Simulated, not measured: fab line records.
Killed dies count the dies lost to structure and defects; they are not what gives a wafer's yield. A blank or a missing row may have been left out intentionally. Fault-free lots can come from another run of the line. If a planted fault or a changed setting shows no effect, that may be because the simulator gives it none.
fab line records | flow n5Finfet
record: lots: 7 | wafers: 21
route steps=1938 shown BEOL_M8@1332 BEOL_M9@1408
startH: hours from the record's opening day to when the first of the lot's shown wafers began | waitH: time in hours since the lot's previous step | " as in the row above | L1.1+2: a single row standing in for several wafers | - value missing, or start not given | * or withheld: withheld | < > ~ a bound
route shown NAME@n: names a module that has steps shown in the file, with the first one's number in the route | usual: average and standard deviation across the fault-free wafers | same: alike in all rows | chamber/n: place in a boat | sites: the reading at each site | _std_site: the values' standard deviation | _edge_site: outer sites' mean less inner sites' | radiusMm: for every site, how far away it sits from the centre of the wafer | mask NAME#n: copy n | behind: the last tool/chamber to shape the wafer | hold: reason for holding the lot/hours on hold/outcome of the hold | device: names the non-switching transistor (n, p or np) | end of line: tests run on the same wafers once the route is complete | for a step that has no rows: nothing shown but its recipe | killed: dies lost to structure and defects at the first sort, not the wafer's yield | map: shows each die of a wafer: x if killed, . if not, _ if none is there
set.NAME: the setting the step ran with; set.NAME@STEP: the setting that earlier step ran with | model.NAME: the simulator's own value behind a step, which no gauge read
lots where settings were altered on purpose, with a table for each step and a row for each wafer
== steps ==
step: N5_BEOL_M8_ILD_DEP_00
recipe: material: SiCOH_lowk | targetThkA: 1797.5 | tempC: 300 | precursor: DEMS/porogen | pressureTorr: 5 | rfW: 500 | timeS: 33.4
lot.wafer | tool     | chamber | startH | waitH | set.timeS | model.SiCOH_lowk_of_BEOL_M8_ILD_DEP_00.thkNm
L077.2    | pecvd-01 | 2       | 243.46 | 0.0   | 33.4      | 176.4
L077.3    | "        | 1       | "      | "     | 33.4      | 176
L077.5    | "        | 0       | "      | "     | 28.47     | 152.8
L080.2    | pecvd-02 | 1       | 266.23 | 0.0   | 33.4      | 179.8
L080.4    | "        | 2       | "      | "     | 33.4      | 181
L080.6    | "        | 1       | "      | "     | 33.4      | 181.8
L083.3    | pecvd-02 | 0       | 267.84 | 0.0   | 35.48     | 187.6
L083.5    | "        | 0       | "      | "     | 35.48     | 191.8
L083.6    | "        | 2       | "      | "     | 33.4      | 180.6
L090.1    | pecvd-03 | 2       | 304.56 | 0.0   | 35.22     | 188.6
L090.3    | "        | 0       | "      | "     | 35.22     | 188
L090.6    | "        | 2       | "      | "     | 33.4      | 181.4
L095.1    | pecvd-01 | 2       | 337.05 | 0.0   | 33.4      | 179.6
L095.2    | "        | 0       | "      | "     | 33.4      | 180
L095.5    | "        | 0       | "      | "     | 33.4      | 183.6
L096.2    | pecvd-02 | 2       | 360.72 | 0.0   | 33.4      | 182.8
L096.3    | "        | 0       | "      | "     | 38.27     | 206.4
L096.6    | "        | 2       | "      | "     | 33.4      | 186.8
L097.1    | pecvd-03 | 1       | 390.09 | 0.0   | 33.4      | 173.2
L097.2    | "        | 2       | "      | "     | 33.4      | 179.4
L097.3    | "        | 0       | "      | "     | 33.4      | 178.2
step: N5_BEOL_M8_CURE_74
recipe: tempC: 385 | timeS: 240 | ambient: He/Ar | material: SiCOH_lowk
lot.wafer | tool      | chamber | startH | waitH | set.timeS@BEOL_M8_ILD_DEP_00 | model.SiCOH_lowk_of_BEOL_M8_ILD_DEP_00.thkNm
L077.2    | uvCure-02 | 2       | 243.61 | 0.1   | 33.4                         | 152.2
L077.3    | "         | 2       | "      | "     | 33.4                         | 151.8
L077.5    | "         | 2       | "      | "     | 28.47                        | 131.6
L080.2    | uvCure-02 | 1       | 266.37 | 0.1   | 33.4                         | 155
L080.4    | "         | 1       | "      | "     | 33.4                         | 156
L080.6    | "         | 1       | "      | "     | 33.4                         | 156.8
L083.3    | uvCure-02 | 1       | 268.07 | 0.2   | 35.48                        | 161.8
L083.5    | "         | 1       | "      | "     | 35.48                        | 165.4
L083.6    | "         | 1       | "      | "     | 33.4                         | 155.8
L090.1    | uvCure-02 | 1       | 304.62 | 0.0   | 35.22                        | 162.8
L090.3    | "         | 1       | "      | "     | 35.22                        | 162.2
L090.6    | "         | 1       | "      | "     | 33.4                         | 156.6
L095.1    | uvCure-01 | 1       | 337.12 | 0.0   | 33.4                         | 155
L095.2    | "         | 1       | "      | "     | 33.4                         | 155.2
L095.5    | "         | 1       | "      | "     | 33.4                         | 158.4
L096.2    | uvCure-02 | 0       | 360.87 | 0.1   | 33.4                         | 157.6
L096.3    | "         | 0       | "      | "     | 38.27                        | 178.2
L096.6    | "         | 0       | "      | "     | 33.4                         | 161
L097.1    | uvCure-03 | 0       | 390.15 | 0.0   | 33.4                         | 149.4
L097.2    | "         | 0       | "      | "     | 33.4                         | 154.6
L097.3    | "         | 0       | "      | "     | 33.4                         | 153.6
step: N5_BEOL_M8_THK_MEAS_01
recipe: reads: SiCOH_lowk_of_BEOL_M8_ILD_DEP_00
usual: M8_ILD_THK: 154.9/2.1
lot.wafer | tool         | chamber | startH | waitH | set.timeS@BEOL_M8_ILD_DEP_00 | M8_ILD_THK[nm]
L077.2    | filmMetro-02 | -       | 244.04 | 0.4   | 33.4                         | 152.2
L077.3    | "            | -       | "      | "     | 33.4                         | 151.7
L077.5    | "            | -       | "      | "     | 28.47                        | 131.6
L080.2    | filmMetro-02 | -       | 266.81 | 0.4   | 33.4                         | 154.9
L080.4    | "            | -       | "      | "     | 33.4                         | 156.0
L080.6    | "            | -       | "      | "     | 33.4                         | 156.7
L083.3    | filmMetro-01 | -       | 268.42 | 0.3   | 35.48                        | 161.9
L083.5    | "            | -       | "      | "     | 35.48                        | 165.5
L083.6    | "            | -       | "      | "     | 33.4                         | 155.9
L090.1    | filmMetro-02 | -       | 305.14 | 0.4   | 35.22                        | 162.8
L090.3    | "            | -       | "      | "     | 35.22                        | 162.1
L090.6    | "            | -       | "      | "     | 33.4                         | 156.5
L095.1    | filmMetro-02 | -       | 337.63 | 0.4   | 33.4                         | 154.9
L095.2    | "            | -       | "      | "     | 33.4                         | 155.3
L095.5    | "            | -       | "      | "     | 33.4                         | 158.5
L096.2    | filmMetro-01 | -       | 361.30 | 0.4   | 33.4                         | 157.7
L096.3    | "            | -       | "      | "     | 38.27                        | 178.4
L096.6    | "            | -       | "      | "     | 33.4                         | 161.2
L097.1    | filmMetro-01 | -       | 390.66 | 0.4   | 33.4                         | 149.4
L097.2    | "            | -       | "      | "     | 33.4                         | 154.7
L097.3    | "            | -       | "      | "     | 33.4                         | 153.6
step: N5_BEOL_M9_COAT_05
recipe: resist: CAR-ArF | spinRpm: 1500 | resistThkNm: 90
lot.wafer | tool          | chamber | startH | waitH | set.spinRpm | model.CAR-ArF_of_BEOL_M9_COAT_05.thkNm
L077.2    | lithoTrack-03 | 0       | -      | -     | 1500        | 89.6
L077.3+5  | "             | 0       | "      | "     | 1623        | 86.4
L080.2+6  | lithoTrack-04 | 0       | -      | -     | 1500        | 90.2
L080.4    | "             | 0       | "      | "     | 1665        | 85.6
L083.3    | lithoTrack-03 | 0       | -      | -     | 1555        | 88.4
L083.5+6  | "             | 0       | "      | "     | 1500        | 89.8
L090.1    | lithoTrack-03 | 0       | -      | -     | 1646        | 86.2
L090.3    | "             | 0       | "      | "     | 1500        | 90
L090.6    | "             | 0       | "      | "     | 1646        | 86
L095.1    | lithoTrack-04 | 0       | -      | -     | 1500        | 90.4
L095.2    | "             | 0       | "      | "     | 1500        | 89.8
L095.5    | "             | 0       | "      | "     | 1500        | 90.2
L096.2    | lithoTrack-04 | 0       | -      | -     | 1500        | 89.8
L096.3    | "             | 0       | "      | "     | 1429        | 92.2
L096.6    | "             | 0       | "      | "     | 1500        | 90.4
L097.1    | lithoTrack-02 | 0       | -      | -     | 1500        | 90.4
L097.2+3  | "             | 0       | "      | "     | 1379        | 94
step: N5_BEOL_M9_TRENCH_ETCH_37
recipe: chemistry: C4F6/O2 | targetDepthA: 1514.3 | target: SiCOH_lowk | timeS: 49 | ionEnergyEv: 250 | pressureMtorr: 30 | sourceW: 345 | biasW: 185 | Ar_flow_sccm: 300 | C4F6_flow_sccm: 10 | O2_flow_sccm: 10
lot.wafer | tool       | chamber | startH | waitH | set.timeS | model.etch.depthNm | model.BEOL_M9.featureDepthNm
L077.2    | rieDiel-03 | 1       | -      | -     | 55.13     | 175.1              | 175.2
L077.3    | "          | 0       | "      | "     | 55.13     | 172.8              | 172.8
L077.5    | "          | 0       | "      | "     | 55.13     | 172.6              | 172.6
L080.2    | rieDiel-05 | 3       | -      | -     | 45.75     | 137.4              | 137.4
L080.4    | "          | 0       | "      | "     | 49        | 143.6              | 143.6
L080.6    | "          | 2       | "      | "     | 49        | 150.2              | 150.2
L083.3    | rieDiel-05 | 0       | -      | -     | 57.01     | 169.9              | 169.8
L083.5    | "          | 0       | "      | "     | 49        | 145.2              | 145.2
L083.6    | "          | 3       | "      | "     | 57.01     | 173.3              | 173.2
L090.1    | rieDiel-05 | 3       | -      | -     | 58        | 177.2              | 177.2
L090.3    | "          | 0       | "      | "     | 58        | 173.5              | 173.4
L090.6    | "          | 3       | "      | "     | 49        | 149.3              | 149.2
L095.1    | rieDiel-06 | 2       | -      | -     | 49        | 151.1              | 151.2
L095.2    | "          | 3       | "      | "     | 49        | 148.4              | 148.4
L095.5    | "          | 2       | "      | "     | 49        | 150.4              | 150.4
L096.2    | rieDiel-03 | 0       | -      | -     | 49        | 151.8              | 151.8
L096.3    | "          | 3       | "      | "     | 59.07     | 177.1              | 177
L096.6    | "          | 2       | "      | "     | 59.07     | 184                | 184
L097.1    | rieDiel-06 | 1       | -      | -     | 49        | 154.5              | 154.4
L097.2    | "          | 0       | "      | "     | 49        | 149.4              | 149.4
L097.3    | "          | 3       | "      | "     | 58.17     | 172.1              | 172
step: N5_BEOL_M9_ETCH_41
recipe: chemistry: CH3F/O2 | target: SiCN | targetDepthA: 366 | taperDeg: 2 | timeS: 70.1 | ionEnergyEv: 120 | maskMaterial: TiN | pressureMtorr: 30 | sourceW: 395 | biasW: 75 | Ar_flow_sccm: 150 | CH3F_flow_sccm: 30 | O2_flow_sccm: 20
step: N5_BEOL_M9_STRIP_80
recipe: chemistry: N2/H2 | timeS: 10 | powerW: 450 | tempC: 40 | pressureMtorr: 20 | rfFrequencyHz: 6e+07 | biasPowerW: 7 | n2FlowSccm: 200 | h2FlowSccm: 200
step: N5_BEOL_M9_OCD_MEAS_38
usual: trenchDepthNm: 151/3.2
lot.wafer | tool   | chamber | startH | waitH | set.timeS@BEOL_M9_TRENCH_ETCH_37 | trenchDepthNm
L077.2    | ocd-02 | -       | 261.61 | -     | 55.13                            | 175
L077.3    | "      | -       | "      | "     | 55.13                            | 173
L077.5    | "      | -       | "      | "     | 55.13                            | 173
L080.2    | ocd-01 | -       | 276.26 | -     | 45.75                            | 138
L080.4    | "      | -       | "      | "     | 49                               | 144
L080.6    | "      | -       | "      | "     | 49                               | 151
L083.3    | ocd-02 | -       | 281.61 | -     | 57.01                            | 170
L083.5    | "      | -       | "      | "     | 49                               | 145
L083.6    | "      | -       | "      | "     | 57.01                            | 173
L090.1    | ocd-01 | -       | 320.82 | -     | 58                               | 177
L090.3    | "      | -       | "      | "     | 58                               | 173
L090.6    | "      | -       | "      | "     | 49                               | 149
L095.1    | ocd-01 | -       | 350.99 | -     | 49                               | 151
L095.2    | "      | -       | "      | "     | 49                               | 148
L095.5    | "      | -       | "      | "     | 49                               | 151
L096.2    | ocd-02 | -       | 375.27 | -     | 49                               | 152
L096.3    | "      | -       | "      | "     | 59.07                            | 177
L096.6    | "      | -       | "      | "     | 59.07                            | 184
L097.1    | ocd-01 | -       | 404.84 | -     | 49                               | 154
L097.2    | "      | -       | "      | "     | 49                               | 149
L097.3    | "      | -       | "      | "     | 58.17                            | 172
step: N5_BEOL_M9_DEGAS_44
recipe: ambient: vacuum | tempC: 250 | timeS: 60
lot.wafer  | tool          | chamber | startH | waitH | set.tempC
L077.2     | pvdSputter-01 | -       | 262.49 | 0.5   | 243.2
L077.3+5   | "             | -       | "      | "     | 250
L080.2+4+6 | pvdSputter-02 | -       | 277.02 | 0.5   | 250
L083.3+5+6 | pvdSputter-01 | -       | 282.26 | 0.3   | 243.2
L090.1+6   | pvdSputter-02 | -       | 321.41 | 0.3   | 238.9
L090.3     | "             | -       | "      | "     | 250
L095.1+2+5 | pvdSputter-03 | -       | 351.85 | 0.6   | 250
L096.2+3   | pvdSputter-01 | -       | 375.82 | 0.3   | 250
L096.6     | "             | -       | "      | "     | 258.9
L097.1+3   | pvdSputter-02 | -       | 407.41 | 2.0   | 250
L097.2     | "             | -       | "      | "     | 256.2
step: N5_BEOL_M9_PRE_CLEAN_45
recipe: gas: H2/He | timeS: 30 | tempC: 250
step: N5_BEOL_M9_ALD_74
recipe: material: TaN | targetThkA: 20 | tempC: 275 | aldPrecursorFamily: PDMAT | aldCoReactant: NH3 | pressureTorr: 3 | carrierFlowSccm: 1500 | pulseTimeS: 2 | purgeTimeS: 3 | coReactantPurgeTimeS: 2 | coReactantPulseTimeS: 3 | aldCycles: 40 | precursorVesselTempC: 75 | precursorVesselPressureTorr: 26.25 | precursorVesselCarrierSccm: 1000
step: N5_BEOL_M9_ECD_50
recipe: material: Cu | targetThkA: 3180
step: N5_BEOL_M9_ANNEAL_51
recipe: tempC: 225 | timeS: 90 | ambient: N2
step: N5_BEOL_M9_CMP_52
recipe: stopOn: SiCOH_lowk | tOverpolishS: 7 | downForcePsi: 1 | platenRpm: 50 | clearingPlatenDownForcePsi: 1.5 | clearingPlatenRpm: 50 | postCmpClean: cuAlkaline | targetThkNm: 140 | clearingPlatenPadVelocityMS: 0.99484 | padVelocityMS: 0.99484
lot.wafer | tool   | chamber | startH | waitH | set.timeS@BEOL_M9_TRENCH_ETCH_37 | model.Cu_of_BEOL_M9_ECD_50.thkNm
L077.3    | cmp-04 | 3       | 264.92 | 0.2   | 55.13                            | 161.6
L077.2    | "      | 1       | "      | "     | 55.13                            | 162.2
L077.5    | "      | 0       | "      | "     | 55.13                            | 161.4
L080.4    | cmp-01 | 3       | 280.04 | 0.2   | 49                               | 132.6
L080.2    | "      | 0       | "      | "     | 45.75                            | 124.8
L080.6    | "      | 2       | "      | "     | 49                               | 137.8
L083.3    | cmp-01 | 0       | 285.07 | 0.2   | 57.01                            | 160.6
L083.6    | "      | 2       | "      | "     | 57.01                            | 164.6
L083.5    | "      | 3       | "      | "     | 49                               | 137.4
L090.1    | cmp-04 | 1       | 323.58 | 0.3   | 58                               | 165
L090.3    | "      | 3       | "      | "     | 58                               | 162.8
L090.6    | "      | 0       | "      | "     | 49                               | 138.6
L095.2    | cmp-03 | 2       | 353.28 | 0.2   | 49                               | 135.6
L095.1    | "      | 3       | "      | "     | 49                               | 138.6
L095.5    | "      | 1       | "      | "     | 49                               | 139
L096.2    | cmp-01 | 2       | 377.56 | 0.3   | 49                               | 140.4
L096.3    | "      | 0       | "      | "     | 59.07                            | 164.6
L096.6    | "      | 1       | "      | "     | 59.07                            | 174.6
L097.1    | cmp-01 | 0       | 408.83 | 0.3   | 49                               | 144.2
L097.3    | "      | 2       | "      | "     | 58.17                            | 160.8
L097.2    | "      | 3       | "      | "     | 49                               | 138.6
step: N5_BEOL_M9_THK_MEAS_53
recipe: thkMeasGauge: xrf | reads: Cu_of_BEOL_M9_ECD_50
usual: M9_THK: 139/3.6
lot.wafer | tool         | chamber | startH | waitH | set.timeS@BEOL_M9_TRENCH_ETCH_37 | M9_THK[nm]
L077.2    | filmMetro-02 | -       | 265.21 | -     | 55.13                            | 163
L077.3    | "            | -       | "      | "     | 55.13                            | 161
L077.5    | "            | -       | "      | "     | 55.13                            | 161
L080.2    | filmMetro-02 | -       | 280.26 | -     | 45.75                            | 125
L080.4    | "            | -       | "      | "     | 49                               | 133
L080.6    | "            | -       | "      | "     | 49                               | 138
L083.3    | filmMetro-02 | -       | 285.29 | -     | 57.01                            | 159
L083.5    | "            | -       | "      | "     | 49                               | 137
L083.6    | "            | -       | "      | "     | 57.01                            | 164
L090.1    | filmMetro-02 | -       | 323.84 | -     | 58                               | 165
L090.3    | "            | -       | "      | "     | 58                               | 162
L090.6    | "            | -       | "      | "     | 49                               | 137
L095.1    | filmMetro-01 | -       | 353.54 | -     | 49                               | 137
L095.2    | "            | -       | "      | "     | 49                               | 134
L095.5    | "            | -       | "      | "     | 49                               | 138
L096.2    | filmMetro-02 | -       | 377.81 | -     | 49                               | 140
L096.3    | "            | -       | "      | "     | 59.07                            | 164
L096.6    | "            | -       | "      | "     | 59.07                            | 175
L097.1    | filmMetro-01 | -       | 409.12 | -     | 49                               | 145
L097.2    | "            | -       | "      | "     | 49                               | 139
L097.3    | "            | -       | "      | "     | 58.17                            | 161
step: N5_BEOL_M9_PRE_CLEAN_55
recipe: gas: NH3 | timeS: 15 | tempC: withheld | rfPowerW: 300
step: N5_BEOL_M9_DEP_56
recipe: material: SiCN | targetThkA: 150 | tempC: withheld | precursor: 3MS/NH3 | pressureTorr: 3 | rfW: 202 | timeS: 26.5
step: N5_BEOL_M9_RS_MEAS_57
recipe: thkMeasGauge: four-point-probe | reads: Cu_of_BEOL_M9_ECD_50+Co_of_BEOL_M9_CVD_78+TaN_of_BEOL_M9_ALD_74
usual: M9_RS: 0.151/0.004
lot.wafer | tool         | chamber | startH | waitH | set.timeS@BEOL_M9_TRENCH_ETCH_37 | M9_RS[ohm/sq]
L077.2    | filmMetro-02 | -       | 265.35 | 0.1   | 55.13                            | 0.128
L077.3    | "            | -       | "      | "     | 55.13                            | 0.129
L077.5    | "            | -       | "      | "     | 55.13                            | 0.129
L080.2    | filmMetro-01 | -       | 280.39 | 0.1   | 45.75                            | 0.171
L080.4    | "            | -       | "      | "     | 49                               | 0.160
L080.6    | "            | -       | "      | "     | 49                               | 0.153
L083.3    | filmMetro-01 | -       | 285.43 | 0.1   | 57.01                            | 0.130
L083.5    | "            | -       | "      | "     | 49                               | 0.153
L083.6    | "            | -       | "      | "     | 57.01                            | 0.126
L090.1    | filmMetro-01 | -       | 323.98 | 0.1   | 58                               | 0.126
L090.3    | "            | -       | "      | "     | 58                               | 0.128
L090.6    | "            | -       | "      | "     | 49                               | 0.152
L095.1    | filmMetro-02 | -       | 353.67 | 0.1   | 49                               | 0.153
L095.2    | "            | -       | "      | "     | 49                               | 0.156
L095.5    | "            | -       | "      | "     | 49                               | 0.152
L096.2    | filmMetro-02 | -       | 377.98 | 0.1   | 49                               | 0.150
L096.3    | "            | -       | "      | "     | 59.07                            | 0.126
L096.6    | "            | -       | "      | "     | 59.07                            | 0.118
L097.1    | filmMetro-02 | -       | 409.26 | 0.1   | 49                               | 0.146
L097.2    | "            | -       | "      | "     | 49                               | 0.153
L097.3    | "            | -       | "      | "     | 58.17                            | 0.130
== key ==
split: step: N5_BEOL_M8_ILD_DEP_00 | setting: timeS | stated: 33.4 | by: wafer
response: step: N5_BEOL_M8_ILD_DEP_00 | reading: model.SiCOH_lowk_of_BEOL_M8_ILD_DEP_00.thkNm | change: +1.51 | per: 1% | r: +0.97
response: step: N5_BEOL_M8_CURE_74 | reading: model.SiCOH_lowk_of_BEOL_M8_ILD_DEP_00.thkNm | change: +1.32 | per: 1% | r: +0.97
response: step: N5_BEOL_M8_THK_MEAS_01 | reading: M8_ILD_THK | change: +1.32 | per: 1% | r: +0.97
split: step: N5_BEOL_M9_COAT_05 | setting: spinRpm | stated: 1500 | by: wafer
response: step: N5_BEOL_M9_COAT_05 | reading: model.CAR-ArF_of_BEOL_M9_COAT_05.thkNm | change: -0.414 | per: 1% | r: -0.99
split: step: N5_BEOL_M9_TRENCH_ETCH_37 | setting: timeS | stated: 49 | by: wafer
response: step: N5_BEOL_M9_TRENCH_ETCH_37 | reading: model.etch.depthNm | change: +1.37 | per: 1% | r: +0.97
response: step: N5_BEOL_M9_TRENCH_ETCH_37 | reading: model.BEOL_M9.featureDepthNm | change: +1.36 | per: 1% | r: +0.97
response: step: N5_BEOL_M9_OCD_MEAS_38 | reading: trenchDepthNm | change: +1.34 | per: 1% | r: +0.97
response: step: N5_BEOL_M9_CMP_52 | reading: model.Cu_of_BEOL_M9_ECD_50.thkNm | change: +1.34 | per: 1% | r: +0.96
response: step: N5_BEOL_M9_THK_MEAS_53 | reading: M9_THK | change: +1.34 | per: 1% | r: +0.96
response: step: N5_BEOL_M9_RS_MEAS_57 | reading: M9_RS | change: -0.00134 | per: 1% | r: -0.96
split: step: N5_BEOL_M9_DEGAS_44 | setting: tempC | stated: 250 | by: wafer
response none clear
